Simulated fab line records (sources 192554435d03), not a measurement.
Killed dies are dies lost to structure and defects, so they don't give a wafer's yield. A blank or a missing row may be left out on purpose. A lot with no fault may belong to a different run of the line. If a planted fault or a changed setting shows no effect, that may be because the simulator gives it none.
fab line records | flow n5-finfet
[record] lots = 12 | wafers = 35 | last-day = 19
route steps=1938 shown HKMG_FIN@448
lots that met no fault: taken from a fault-free run of the same line
start-h: hours from the record's first day to the start of the lot's first wafer shown | wait-h: hours since the lot's step before | " identical to the entry in the row above | L1.1+2: a single row standing in for several wafers | - no value, or no start given | * or withheld: withheld | < > ~ a bound
route shown NAME@n: NAME is a module with steps in the file, n the number in the route of the first one | usual: mean/standard deviation of fault-free wafers | same: alike in all rows | chamber/n: place in a boat | sites: readings site by site | _std_site: the standard deviation of these | _edge_site: the outer-site mean with the inner-site mean subtracted | radius-mm: for every site, how far away it sits from the centre of the wafer | mask NAME#n: copy n | behind: the tool/chamber that last shaped the wafer | hold: cause of the lot's hold/its duration in hours/its outcome | device: names the non-switching transistor (n, p or np) | end of line: at the end of the route, the tests of the same wafers | a step without rows: its recipe alone | killed: at the first sort, the dies lost to defects and structure; wafer yield is something else | map: a wafer's dies, marking killed ones x, the rest . and places with no die _
set.NAME: the setting as run; set.NAME@STEP: as run at that earlier step | model.NAME: the simulator's own value behind a step, which no gauge read
route steps across a sampled set of lots; one table per step, one row per wafer
services: from which hour (start-h, from the record's first day; less than 0 if before it) a tool's chamber was out of use, for how many hours, and why
[[steps]]
[step N5_HKMG_FIN_NWFM_ALD_20]
[recipe] material = TiAlC | target-thk-a = 20 | temp-c = 300 | ald-precursor-family = TiCl4 | ald-co-reactant = TEA | pulse-time-s = 3 | purge-time-s = 2 | co-reactant-purge-time-s = 2 | co-reactant-pulse-time-s = 10 | ald-cycles = 7 | pressure-torr = 3
[usual] ald-cycles = 7/0 | heater-power-w = 492/44 | precursor-pulse-height-rel = 0.999/0.019
[same] pulse-time-s = 3
lot.wafer | tool         | chamber | start-h | wait-h | ald-cycles | heater-power-w | precursor-pulse-height-rel | since-wet-clean-h
L168.3    | ald-metal-03 | 3       | 92.48   | 0.1    | 7          | 541            | 1.042                      | 2832
L168.4    | "            | 1       | "       | "      | 7          | 506            | 1.028                      | 2832
L168.5    | "            | 2       | "       | "      | 7          | 492            | 1.017                      | -
L169.2    | ald-metal-03 | 1       | 96.52   | 0.3    | 7          | 523            | 1.012                      | 2836
L169.3    | "            | 2       | "       | "      | 7          | 497            | 1.021                      | 2836
L169.5    | "            | 1       | "       | "      | 7          | 523            | 0.989                      | -
L170.3    | ald-metal-03 | 3       | 102.76  | 0.1    | 7          | 535            | 1.012                      | 2843
L170.4    | "            | 1       | "       | "      | 7          | 515            | 1.010                      | 2843
L170.6    | "            | 2       | "       | "      | 7          | 500            | 1.003                      | -
L171.1    | ald-metal-02 | 1       | 106.85  | 0.3    | 7          | 491            | 0.981                      | 1308
L171.3    | "            | 3       | "       | "      | 7          | 502            | 1.037                      | 1308
L171.4    | "            | 2       | "       | "      | 7          | 541            | 1.016                      | -
L172.3    | ald-metal-02 | 1       | 113.35  | 0.1    | 7          | 495            | 0.997                      | 1315
L172.4    | "            | 1       | "       | "      | 7          | 508            | 0.969                      | -
L172.5    | "            | 3       | "       | "      | 7          | 505            | 1.004                      | -
L175.1    | ald-metal-04 | 0       | 133.28  | 0.3    | 7          | 417            | 1.000                      | 5950
L175.4    | "            | 3       | "       | "      | 7          | 424            | 1.015                      | 5950
L175.5    | "            | 2       | "       | "      | 7          | 501            | 0.964                      | -
L179.2    | ald-metal-03 | 0       | 155.09  | 0.3    | 7          | 431            | 1.018                      | 2895
L179.3    | "            | 1       | "       | "      | 7          | 523            | 0.995                      | 2895
L179.4    | "            | 3       | "       | "      | 7          | 530            | 0.996                      | 2895
L182.1    | ald-metal-04 | 2       | 171.61  | 0.3    | 7          | 522            | 1.039                      | 5988
L182.2    | "            | 3       | "       | "      | 7          | 430            | 1.013                      | 5988
L182.4    | "            | 0       | "       | "      | 7          | 419            | 1.030                      | 5988
L184.1    | ald-metal-03 | 0       | 183.53  | 0.3    | 7          | 417            | 1.015                      | 2923
L184.2    | "            | 2       | "       | "      | 7          | 490            | 1.007                      | 2923
L184.3    | "            | 3       | "       | "      | 7          | 518            | 1.006                      | 2923
L186.1    | ald-metal-03 | 0       | 201.20  | 0.3    | 7          | 432            | 1.032                      | 2941
L186.3    | "            | 1       | "       | "      | 7          | 515            | 1.003                      | 2941
L187.3    | ald-metal-02 | 0       | 202.77  | 0.1    | 7          | 557            | 1.021                      | 1404
L187.4    | "            | 3       | "       | "      | 7          | 489            | 0.999                      | 1404
L187.5    | "            | 3       | "       | "      | 7          | 488            | 0.985                      | -
L189.2    | ald-metal-03 | 3       | 214.62  | 0.3    | 7          | 531            | 0.992                      | 2954
L189.4    | "            | 0       | "       | "      | 7          | 422            | 1.007                      | 2954
L189.6    | "            | 1       | "       | "      | 7          | 506            | 1.001                      | -
[step N5_HKMG_FIN_ETCHBACK_68]
[recipe] chemistry = Cl2/Ar | stop-on = HfO2 | target-depth-a = 5 | pressure-mtorr = 10 | icp-w = 600 | bias-w = 60 | Cl2_flow_sccm = 40 | Ar_flow_sccm = 60
[usual] drypump-motor-current-A = 5.7/0.51 | oes-product-au = 0.75/0.13 | throttle-valve-pct = 21.04/0.28
lot.wafer | tool         | chamber | start-h | wait-h | drypump-motor-current-A | oes-product-au | rf-hours-counter-h | throttle-valve-pct
L168.3    | rie-metal-01 | 1       | 93.17   | 0.1    | 5.4                     | 0.89           | -                  | 20.89
L168.4    | "            | 0       | "       | "      | 5.8                     | 0.69           | -                  | 21.34
L168.5    | "            | 1       | "       | "      | 5.4                     | 0.89           | -                  | 20.90
L169.2    | rie-metal-02 | 0       | 97.17   | 0.0    | 5.3                     | 0.58           | 146                | 20.85
L169.3    | "            | 1       | "       | "      | 6.7                     | 0.70           | -                  | 21.13
L169.5    | "            | 0       | "       | "      | 5.3                     | 0.58           | -                  | 20.85
L170.3    | rie-metal-02 | 0       | 103.48  | 0.1    | 5.3                     | 0.57           | -                  | 20.84
L170.4    | "            | 1       | "       | "      | 6.7                     | 0.70           | -                  | 21.13
L170.6    | "            | 0       | "       | "      | 5.3                     | 0.58           | -                  | 20.85
L171.1    | rie-metal-01 | 1       | 107.65  | 0.0    | 5.4                     | 0.88           | 11                 | 20.89
L171.3    | "            | 0       | "       | "      | 5.8                     | 0.69           | -                  | 21.33
L171.4    | "            | 1       | "       | "      | 5.4                     | 0.88           | -                  | 20.91
L172.3    | rie-metal-01 | 1       | 114.05  | 0.1    | 5.4                     | 0.88           | -                  | 20.91
L172.4    | "            | 0       | "       | "      | 5.8                     | 0.69           | -                  | 21.37
L172.5    | "            | 0       | "       | "      | 5.8                     | 0.69           | -                  | 21.35
L175.1    | rie-metal-03 | 1       | 133.99  | 0.0    | 5.3                     | 0.58           | 144                | 21.20
L175.4    | "            | 1       | "       | "      | 5.3                     | 0.58           | -                  | 21.19
L175.5    | "            | 1       | "       | "      | 5.3                     | 0.59           | -                  | 21.18
L179.2    | rie-metal-01 | 1       | 156.39  | 0.0    | 5.4                     | 0.87           | 14                 | 20.91
L179.3    | "            | 1       | "       | "      | 5.4                     | 0.87           | -                  | 20.91
L179.4    | "            | 0       | "       | "      | 5.8                     | 0.68           | -                  | 21.37
L182.1    | rie-metal-02 | 0       | 172.28  | 0.0    | 5.3                     | 0.95           | 3                  | 20.57
L182.2    | "            | 1       | "       | "      | 6.7                     | 0.69           | 91                 | 21.15
L182.4    | "            | 0       | "       | "      | 5.3                     | 0.95           | -                  | 20.56
L184.1    | rie-metal-02 | 0       | 184.19  | 0.0    | 5.3                     | 0.95           | 4                  | 20.57
L184.2    | "            | 1       | "       | "      | 6.7                     | 0.68           | 92                 | 21.14
L184.3    | "            | 0       | "       | "      | 5.3                     | 0.94           | -                  | 20.56
L186.1    | rie-metal-03 | 0       | 201.86  | 0.0    | 6.7                     | 0.89           | 8                  | 20.32
L186.3    | "            | 0       | "       | "      | 6.7                     | 0.89           | -                  | 20.33
L187.3    | rie-metal-01 | 1       | 203.47  | 0.1    | 5.4                     | 0.85           | -                  | 20.92
L187.4    | "            | 0       | "       | "      | 5.8                     | 0.68           | -                  | 21.36
L187.5    | "            | 0       | "       | "      | 5.8                     | 0.67           | -                  | 21.38
L189.2    | rie-metal-01 | 0       | 215.27  | 0.0    | 5.9                     | 0.68           | 87                 | 21.35
L189.4    | "            | 0       | "       | "      | 5.9                     | 0.68           | -                  | 21.36
L189.6    | "            | 0       | "       | "      | 5.9                     | 0.67           | -                  | 21.36
[step N5_HKMG_FIN_ALD_21]
[recipe] material = TiN | target-thk-a = 15 | temp-c = 400 | ald-precursor-family = TiCl4 | ald-co-reactant = NH3 | pulse-time-s = 1 | purge-time-s = 3 | co-reactant-purge-time-s = 2 | co-reactant-pulse-time-s = 2 | ald-cycles = 68 | pressure-torr = 3
[usual] ald-cycles = 68/0 | heater-power-w = 869/84 | precursor-pulse-height-rel = 0.997/0.02
[same] pulse-time-s = 1
lot.wafer | tool         | chamber | start-h | wait-h | ald-cycles | heater-power-w | precursor-pulse-height-rel | since-wet-clean-h
L168.3    | ald-metal-03 | 0       | 93.66   | 0.1    | 68         | 741            | 1.038                      | 2833
L168.4    | "            | 2       | "       | "      | 68         | 905            | 1.010                      | 2833
L168.5    | "            | 1       | "       | "      | 68         | 915            | 0.987                      | -
L169.2    | ald-metal-02 | 2       | 97.70   | 0.3    | 68         | 946            | 1.024                      | 1299
L169.3    | "            | 3       | "       | "      | 68         | 884            | 1.002                      | 1299
L169.5    | "            | 1       | "       | "      | 68         | 910            | 1.023                      | -
L170.3    | ald-metal-03 | 3       | 103.97  | 0.1    | 68         | 945            | 1.009                      | 2844
L170.4    | "            | 2       | "       | "      | 68         | 911            | 1.044                      | 2844
L170.6    | "            | 3       | "       | "      | 68         | 963            | 0.986                      | -
L171.1    | ald-metal-03 | 2       | 108.18  | 0.3    | 68         | 908            | 0.989                      | 2848
L171.3    | "            | 3       | "       | "      | 68         | 945            | 1.031                      | 2848
L171.4    | "            | 0       | "       | "      | 68         | 748            | 0.988                      | 2848
L172.3    | ald-metal-04 | 1       | 114.53  | 0.1    | 68         | 815            | 0.953                      | 5931
L172.4    | "            | 2       | "       | "      | 68         | 926            | 0.984                      | 5931
L172.5    | "            | 3       | "       | "      | 68         | 754            | 1.017                      | -
L175.1    | ald-metal-03 | 1       | 134.71  | 0.3    | 68         | 913            | 0.979                      | 2875
L175.4    | "            | 3       | "       | "      | 68         | 954            | 0.971                      | 2875
L175.5    | "            | 3       | "       | "      | 68         | 951            | 1.033                      | -
L179.2    | ald-metal-04 | 2       | 156.92  | 0.3    | 68         | 925            | 0.967                      | 5974
L179.3    | "            | 1       | "       | "      | 68         | 820            | 1.024                      | 5974
L179.4    | "            | 3       | "       | "      | 68         | 764            | 0.988                      | 5974
L182.1    | ald-metal-03 | 3       | 172.80  | 0.3    | 76         | 937            | 1.007                      | 2913
L182.2    | "            | 2       | "       | "      | 68         | 899            | 0.981                      | 2913
L182.4    | "            | 1       | "       | "      | 68         | 906            | 1.017                      | 2913
L184.1    | ald-metal-04 | 1       | 184.71  | 0.3    | 68         | 793            | 1.022                      | 6002
L184.2    | "            | 0       | "       | "      | 68         | 750            | 1.029                      | 6002
L184.3    | "            | 2       | "       | "      | 68         | 912            | 0.984                      | 6002
L186.1    | ald-metal-03 | 2       | 202.39  | 0.3    | 76         | 903            | 1.013                      | 2942
L186.3    | "            | 1       | "       | "      | 76         | 885            | 1.002                      | 2942
L187.3    | ald-metal-03 | 0       | 203.96  | 0.1    | 76         | 766            | 1.016                      | 2944
L187.4    | "            | 3       | "       | "      | 68         | 934            | 0.951                      | 2944
L187.5    | "            | 1       | "       | "      | 68         | 892            | 1.014                      | -
L189.2    | ald-metal-04 | 0       | 215.80  | 0.3    | 68         | 771            | 1.011                      | 6033
L189.4    | "            | 3       | "       | "      | 68         | 775            | 1.012                      | 6033
L189.6    | "            | 2       | "       | "      | 68         | 912            | 0.987                      | -
[step N5_HKMG_FIN_W_FILL_22]
[recipe] material = W | target-thk-a = 600 | temp-c = 400 | pressure-torr = 39.4 | time-s = 18.2
[usual] heater-power-w = 891/80 | throttle-valve-pct = 19.3/0.6
lot.wafer | tool     | chamber | start-h | wait-h | heater-power-w | since-wet-clean-h | throttle-valve-pct
L168.3    | cvd-w-01 | 1       | 94.09   | 0.0    | 844            | -                 | 18.9
L168.4    | "        | 0       | "       | "      | 870            | -                 | 18.6
L168.5    | "        | 0       | "       | "      | 861            | -                 | 18.3
L169.2    | cvd-w-01 | 1       | 98.12   | 0.0    | 831            | 266               | 19.2
L169.3    | "        | 0       | "       | "      | 868            | -                 | 18.6
L169.5    | "        | 1       | "       | "      | 835            | -                 | 18.9
L170.3    | cvd-w-01 | 0       | 104.40  | 0.0    | 834            | -                 | 18.8
L170.4    | "        | 1       | "       | "      | 823            | -                 | 19.1
L170.6    | "        | 1       | "       | "      | 822            | -                 | 19.4
L171.1    | cvd-w-02 | 0       | 108.60  | 0.0    | 861            | 791               | 19.7
L171.3    | "        | 0       | "       | "      | 850            | -                 | 19.8
L171.4    | "        | 1       | "       | "      | 1028           | -                 | 19.8
L172.3    | cvd-w-02 | 0       | 114.96  | 0.0    | 857            | -                 | 19.7
L172.4    | "        | 1       | "       | "      | 1048           | -                 | 19.9
L172.5    | "        | 1       | "       | "      | 1037           | -                 | 19.7
L175.1    | cvd-w-01 | 0       | 135.14  | 0.0    | 854            | 303               | 18.6
L175.4    | "        | 0       | "       | "      | 824            | -                 | 18.3
L175.5    | "        | 1       | "       | "      | 843            | -                 | 18.9
L179.2    | cvd-w-01 | 0       | 157.35  | 0.0    | 846            | 325               | 18.6
L179.3    | "        | 0       | "       | "      | 853            | -                 | 18.7
L179.4    | "        | 1       | "       | "      | 836            | -                 | 19.4
L182.1    | cvd-w-02 | 1       | 173.23  | 0.0    | 1043           | 855               | 20.1
L182.2    | "        | 0       | "       | "      | 861            | 855               | 19.7
L182.4    | "        | 0       | "       | "      | 845            | -                 | 19.8
L184.1    | cvd-w-01 | 0       | 185.14  | 0.0    | 850            | 353               | 18.7
L184.2    | "        | 1       | "       | "      | 822            | 353               | 19.1
L184.3    | "        | 1       | "       | "      | 829            | -                 | 19.4
L186.1    | cvd-w-01 | 1       | 202.82  | 0.0    | 846            | 371               | 19.3
L186.3    | "        | 1       | "       | "      | 810            | -                 | 19.3
L187.3    | cvd-w-02 | 1       | 204.40  | 0.0    | 1037           | -                 | 20.1
L187.4    | "        | 0       | "       | "      | 848            | -                 | 20.1
L187.5    | "        | 1       | "       | "      | 1036           | -                 | 20.2
L189.2    | cvd-w-02 | 0       | 216.22  | 0.0    | 868            | 898               | 20.0
L189.4    | "        | 1       | "       | "      | 1058           | -                 | 20.2
L189.6    | "        | 0       | "       | "      | 866            | -                 | 20.0
[[services]]
tool         | chamber | start-h | hours | kind
ald-metal-03 | -       | 75.56   | 2.6   | repair
ald-metal-02 | -       | 88.79   | 1.2   | pm
ald-metal-04 | -       | 90.06   | 17.3  | repair
ald-metal-02 | 0       | 101.29  | 13.8  | repair
rie-metal-02 | 0       | 110.98  | -     | clean
rie-metal-02 | 0       | 110.98  | 22.4  | scheduled-down
rie-metal-02 | 0       | 110.98  | 22.4  | vent-cycle
rie-metal-03 | 0       | 111.97  | 59.1  | repair
cvd-w-01     | -       | 115.34  | 0.8   | repair
rie-metal-02 | 0       | 169.19  | 2.9   | repair
rie-metal-03 | 1       | 171.07  | -     | clean
rie-metal-03 | 1       | 171.07  | 25.3  | scheduled-down
rie-metal-03 | 1       | 171.07  | 25.3  | vent-cycle
ald-metal-03 | -       | 177.15  | 0.4   | repair
cvd-w-02     | 0       | 202.41  | 1.3   | repair
ald-metal-02 | -       | 203.60  | 0.8   | repair
rie-metal-02 | 0       | 213.82  | 4.2   | repair
[[key]]
[first-sign] step = N5_HKMG_FIN_ALD_21 | reading = ald-cycles | direction = up | sigmas = 99+ | usual = * | struck = *
effect none on later readings
met-at N5_HKMG_FIN_ALD_21
struck-lots L182,L186,L187
struck-wafers L182.1,L186.1,L186.3,L187.3
tester-left-out L182,L186,L187
not-acting-at N5_HKMG_FIN_NWFM_ALD_20,N5_HKMG_FIN_ETCHBACK_68,N5_HKMG_FIN_W_FILL_22
onset-between 134.71 172.80
[fault] kind = process-parameter-drift | tool = ald-metal-03 | chamber = - | onset-h = 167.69 | steps = N5_HKMG_FIN_ALD_21 | channel = ald-cycles | offset = * | shape = step | end-h = 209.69 | scope = struck-wafers-only | acts-in = * | stated = *
// tester-left-out: of these lots the tester's yield and bins aren't shown, on N5 and GAA mostly nor the transistor test; their killed dies are dies lost to structure and defects alone, not to doping, threshold or leakage, so they don't give the yield
